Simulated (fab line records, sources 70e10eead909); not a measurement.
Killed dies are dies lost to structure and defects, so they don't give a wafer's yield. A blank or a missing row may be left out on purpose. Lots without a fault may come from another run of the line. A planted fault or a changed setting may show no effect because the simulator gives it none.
Chamber matching | flow nand_harc | NHARC_A_WL_FILL_ALD_00 on ald_hk-04: 4 sister chambers
The step deposits Al2O3, target thk 3 nm, pulse time 3 s, ald cycles 30. 16 wafers are shown with their chamber, then 8 later ones without.

WAFERS WITH THEIR CHAMBER
wafer  | chamber | heater_power_w (W) | precursor_pulse_height_rel
L075.1 | 3       | 483                | 1.017
L075.4 | 0       | 437                | 0.992
L075.5 | 1       | 454                | 0.992
L077.1 | 1       | 452                | 1.011
L077.2 | 2       | 434                | 1.017
L077.3 | 3       | 496                | 0.979
L088.2 | 3       | 496                | 1.023
L088.4 | 1       | 451                | 0.964
L088.5 | 1       | 443                | 0.998
L086.3 | 1       | 465                | 1.003
L086.4 | 2       | 432                | 1.029
L086.5 | 1       | 448                | 0.975
L094.1 | 2       | 444                | 0.965
L094.4 | 1       | 461                | 0.972
L094.6 | 0       | 414                | 0.997
L093.2 | 1       | 440                | 0.979

SIGNATURES (means of the wafers above)
reading                    | chamber 0 | chamber 1 | chamber 2 | chamber 3 | scatter within a chamber
heater_power_w             | 425.50    | 451.75    | 436.67    | 491.67    | 8.92
precursor_pulse_height_rel | 0.99450   | 0.98675   | 1.00367   | 1.00633   | 0.0212
Rule: a wafer's distance from a chamber is the root of the sum, over the readings, of the square of ((its reading less the chamber's mean) divided by the reading's scatter). The wafer belongs to the nearest chamber; if the next one is less than 2 further off, it can't be placed. The scatter: the root of (the sum of the squares of (reading less its chamber's mean) over the shown wafers, divided by (wafers less chambers)).

WAFERS WITHOUT THEIR CHAMBER
wafer  | heater_power_w (W) | precursor_pulse_height_rel
L093.3 | 410                | 0.996
L093.6 | 435                | 0.987
L095.3 | 414                | 1.018
L095.5 | 480                | 1.011
L095.6 | 416                | 1.005
L097.2 | 413                | 1.002
L097.3 | 494                | 0.975
L097.4 | 458                | 1.023

WHICH CHAMBER EACH WENT THROUGH
wafer  | from the rows above          | in truth
L093.3 | can't be placed: 0 or 2      | 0
L093.6 | can't be placed: 2 or 0 or 1 | 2
L095.3 | can't be placed: 0 or 2      | 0
L095.5 | 3                            | 3
L095.6 | can't be placed: 0 or 2      | 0
L097.2 | can't be placed: 0 or 2      | 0
L097.3 | 3                            | 3
L097.4 | can't be placed: 1 or 2      | 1
Placed correctly: 2 of 8. Can't be placed from these rows: 6 (the true chamber is among the candidates in 6). Placed wrongly: 0.
